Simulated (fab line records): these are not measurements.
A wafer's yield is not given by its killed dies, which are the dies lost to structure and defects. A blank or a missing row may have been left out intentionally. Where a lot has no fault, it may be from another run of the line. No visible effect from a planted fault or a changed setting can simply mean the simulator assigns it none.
Chamber matching ; flow n5Finfet ; N5_BEOL_M0_SAQP_PECVD_03 on pecvd-02: 3 sister chambers
The step deposits SiCN from 3MS/NH3, target thk 12 nm, time 21.1 s. 3 wafers are shown with their chamber, then 7 later ones without.

WAFERS PAIRED WITH THEIR CHAMBERS
wafer;chamber;throttleValvePct (%)
L088.4;1;9.7
L091.3;0;9.5
L091.4;2;8.5

WAFERS WITHOUT THEIR CHAMBER
wafer;throttleValvePct (%)
L091.5;9.7
L094.1;9.7
L094.2;9.6
L094.4;9.9
L096.3;9.8
L096.4;10.0
L096.5;9.4

CHAMBER TAKEN BY EACH
wafer;from the rows above;in truth
L091.5;can't be placed: 1 or 0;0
L094.1;can't be placed: 1 or 0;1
L094.2;can't be placed: 0 or 1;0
L094.4;can't be placed: 1 or 0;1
L096.3;can't be placed: 1 or 0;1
L096.4;can't be placed: 1 or 0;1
L096.5;can't be placed: 0 or 1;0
Placed correctly: 0 of 7. Unplaceable from these rows: 7, with the true chamber sitting among the candidates in 7. Placed wrongly: 0.
How it was worked out, from the rows above alone: a wafer's distance from a chamber is the root of the sum, over the readings, of the square of ((its reading less the chamber's mean) divided by the reading's scatter). If the next closest chamber is less than 2 further off than the closest, the wafer can't be placed; otherwise it belongs to the closest. For every chamber, the mean is computed from those of its wafers that are shown. The scatter: root of mean squared gap, hidden wafer to nearest shown wafer, with one shown wafer a chamber.
